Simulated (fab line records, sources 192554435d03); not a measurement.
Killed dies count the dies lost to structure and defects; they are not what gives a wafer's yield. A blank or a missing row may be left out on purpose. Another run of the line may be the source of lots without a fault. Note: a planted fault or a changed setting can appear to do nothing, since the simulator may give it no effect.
Chamber matching || flow n5Finfet || 4 sister chambers for N5_BEOL_M2_ETCH_70 on rieDiel-04
The step etches SOC in N2/H2, target depth 80 nm, overetch 24 nm, time 130 s. 4 wafers are shown with their chamber, then 7 later ones without.

## WAFERS PAIRED WITH THEIR CHAMBERS
{"wafer": "L080.6", "chamber": 1, "throttleValvePct (%)": 18.00}
{"wafer": "L083.4", "chamber": 0, "throttleValvePct (%)": 17.26}
{"wafer": "L088.1", "chamber": 2, "throttleValvePct (%)": 17.54}
{"wafer": "L088.3", "chamber": 3, "throttleValvePct (%)": 17.88}

## WAFERS WITHOUT THEIR CHAMBER
{"wafer": "L088.4", "throttleValvePct (%)": 17.29}
{"wafer": "L091.2", "throttleValvePct (%)": 17.31}
{"wafer": "L091.5", "throttleValvePct (%)": 17.89}
{"wafer": "L091.6", "throttleValvePct (%)": 17.32}
{"wafer": "L092.1", "throttleValvePct (%)": 18.04}
{"wafer": "L092.4", "throttleValvePct (%)": 17.55}
{"wafer": "L092.6", "throttleValvePct (%)": 17.30}

## EACH ONE'S CHAMBER
{"wafer": "L088.4", "from the rows above": 0, "in truth": 0}
{"wafer": "L091.2", "from the rows above": 0, "in truth": 0}
{"wafer": "L091.5", "from the rows above": 3, "in truth": 3}
{"wafer": "L091.6", "from the rows above": 0, "in truth": 0}
{"wafer": "L092.1", "from the rows above": 1, "in truth": 1}
{"wafer": "L092.4", "from the rows above": 2, "in truth": 2}
{"wafer": "L092.6", "from the rows above": 0, "in truth": 0}
7 of 7 placed correctly. Left unplaced by these rows: 0. Wrongly placed: 0.
How it was worked out, from the rows above alone: a wafer's distance from a chamber is the root of the sum, over the readings, of the square of ((its reading less the chamber's mean) divided by the reading's scatter). If the next closest chamber is less than 2 further off than the closest, the wafer can't be placed; otherwise it belongs to the closest. Each chamber's mean is taken over the wafers shown for it. The scatter: with one shown wafer a chamber, the root of the mean of the squares of how far each hidden wafer lies from its nearest shown one.
